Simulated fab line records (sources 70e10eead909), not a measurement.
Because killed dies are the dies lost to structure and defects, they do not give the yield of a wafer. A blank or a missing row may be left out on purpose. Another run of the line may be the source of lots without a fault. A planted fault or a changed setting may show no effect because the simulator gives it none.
Matching of chambers || flow nand harc || NHARC_A_BLC_CMP_25 on cmp-02 has 4 sister chambers
The step polishes, t overpolish 30 s, target thk 150 nm. 20 wafers are shown with their chamber, then 10 later ones without.

WAFERS PAIRED WITH THEIR CHAMBERS
{"wafer": "L079.2", "chamber": 2, "motor current A (A)": 11.8, "time to endpoint s (s)": 30, "overpolish run s (s)": 30.004}
{"wafer": "L079.3", "chamber": 0, "motor current A (A)": 13.9, "time to endpoint s (s)": 30, "overpolish run s (s)": 30.006}
{"wafer": "L079.6", "chamber": 1, "motor current A (A)": 11.5, "time to endpoint s (s)": 25, "overpolish run s (s)": 30.004}
{"wafer": "L078.2", "chamber": 0, "motor current A (A)": 13.3, "time to endpoint s (s)": 28, "overpolish run s (s)": 30.029}
{"wafer": "L078.5", "chamber": 1, "motor current A (A)": 11.7, "time to endpoint s (s)": 26, "overpolish run s (s)": 30.006}
{"wafer": "L078.6", "chamber": 2, "motor current A (A)": 11.8, "time to endpoint s (s)": 29, "overpolish run s (s)": 30.003}
{"wafer": "L081.1", "chamber": 0, "motor current A (A)": 13.5, "time to endpoint s (s)": 35, "overpolish run s (s)": 29.984}
{"wafer": "L081.2", "chamber": 3, "motor current A (A)": 11.0, "time to endpoint s (s)": 32, "overpolish run s (s)": 29.987}
{"wafer": "L081.3", "chamber": 1, "motor current A (A)": 11.2, "time to endpoint s (s)": 27, "overpolish run s (s)": 29.990}
{"wafer": "L081.4", "chamber": 2, "motor current A (A)": 12.3, "time to endpoint s (s)": 35, "overpolish run s (s)": 29.991}
{"wafer": "L081.5", "chamber": 2, "motor current A (A)": 12.0, "time to endpoint s (s)": 34, "overpolish run s (s)": 30.018}
{"wafer": "L081.6", "chamber": 1, "motor current A (A)": 11.2, "time to endpoint s (s)": 28, "overpolish run s (s)": 29.988}
{"wafer": "L085.1", "chamber": 1, "motor current A (A)": 11.0, "time to endpoint s (s)": 28, "overpolish run s (s)": 29.996}
{"wafer": "L085.2", "chamber": 3, "motor current A (A)": 10.3, "time to endpoint s (s)": 29, "overpolish run s (s)": 29.992}
{"wafer": "L085.3", "chamber": 2, "motor current A (A)": 11.8, "time to endpoint s (s)": 31, "overpolish run s (s)": 30.011}
{"wafer": "L086.1", "chamber": 0, "motor current A (A)": 14.0, "time to endpoint s (s)": 34, "overpolish run s (s)": 29.991}
{"wafer": "L086.2", "chamber": 1, "motor current A (A)": 11.4, "time to endpoint s (s)": 29, "overpolish run s (s)": 29.998}
{"wafer": "L086.5", "chamber": 1, "motor current A (A)": 10.8, "time to endpoint s (s)": 30, "overpolish run s (s)": 30.019}
{"wafer": "L088.1", "chamber": 2, "motor current A (A)": 11.1, "time to endpoint s (s)": 32, "overpolish run s (s)": 30.003}
{"wafer": "L088.5", "chamber": 2, "motor current A (A)": 11.4, "time to endpoint s (s)": 32, "overpolish run s (s)": 30.000}

SIGNATURES, as means of the wafers listed above
{"reading": "motor current A", "chamber 0": 13.675, "chamber 1": 11.257, "chamber 2": 11.743, "chamber 3": 10.650, "scatter within a chamber": 0.358}
{"reading": "time to endpoint s", "chamber 0": 31.75, "chamber 1": 27.57, "chamber 2": 31.86, "chamber 3": 30.50, "scatter within a chamber": 2.26}
{"reading": "overpolish run s", "chamber 0": 30.00250, "chamber 1": 30.00014, "chamber 2": 30.00429, "chamber 3": 29.98950, "scatter within a chamber": 0.012}
Rule: for each reading, subtract the chamber's mean from the wafer's reading, divide by that reading's scatter and square the result; add these up over the readings and take the root, which gives the wafer's distance from the chamber. The wafer belongs to the nearest chamber; if the next one is less than 2 further off, it can't be placed. The scatter is the square root of a quotient: the sum, over the shown wafers, of each reading's squared deviation from its chamber's mean, divided by wafers minus chambers.

WAFERS WHOSE CHAMBER IS MISSING
{"wafer": "L088.6", "motor current A (A)": 10.8, "time to endpoint s (s)": 27, "overpolish run s (s)": 30.006}
{"wafer": "L090.1", "motor current A (A)": 12.4, "time to endpoint s (s)": 33, "overpolish run s (s)": 30.001}
{"wafer": "L090.2", "motor current A (A)": 13.6, "time to endpoint s (s)": 30, "overpolish run s (s)": 30.002}
{"wafer": "L090.5", "motor current A (A)": 11.5, "time to endpoint s (s)": 28, "overpolish run s (s)": 30.015}
{"wafer": "L092.1", "motor current A (A)": 12.1, "time to endpoint s (s)": 29, "overpolish run s (s)": 30.004}
{"wafer": "L092.3", "motor current A (A)": 13.6, "time to endpoint s (s)": 32, "overpolish run s (s)": 30.015}
{"wafer": "L092.4", "motor current A (A)": 12.0, "time to endpoint s (s)": 31, "overpolish run s (s)": 30.007}
{"wafer": "L093.1", "motor current A (A)": 13.7, "time to endpoint s (s)": 29, "overpolish run s (s)": 29.998}
{"wafer": "L093.3", "motor current A (A)": 11.0, "time to endpoint s (s)": 26, "overpolish run s (s)": 29.996}
{"wafer": "L093.4", "motor current A (A)": 12.0, "time to endpoint s (s)": 31, "overpolish run s (s)": 29.994}

EACH ONE'S CHAMBER
{"wafer": "L088.6", "from the rows above": "can't be placed: 1 or 3", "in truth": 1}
{"wafer": "L090.1", "from the rows above": "can't be placed: 2 or 0", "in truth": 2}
{"wafer": "L090.2", "from the rows above": 0, "in truth": 0}
{"wafer": "L090.5", "from the rows above": "can't be placed: 1 or 2 or 3", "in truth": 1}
{"wafer": "L092.1", "from the rows above": "can't be placed: 2 or 1", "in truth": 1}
{"wafer": "L092.3", "from the rows above": 0, "in truth": 0}
{"wafer": "L092.4", "from the rows above": "can't be placed: 2 or 1", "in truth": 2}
{"wafer": "L093.1", "from the rows above": 0, "in truth": 0}
{"wafer": "L093.3", "from the rows above": "can't be placed: 1 or 3", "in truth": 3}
{"wafer": "L093.4", "from the rows above": "can't be placed: 2 or 1", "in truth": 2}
3 of 10 placed correctly. Cannot be placed on the basis of these rows: 7; the candidates contain the true chamber in 7. 0 placed wrongly.
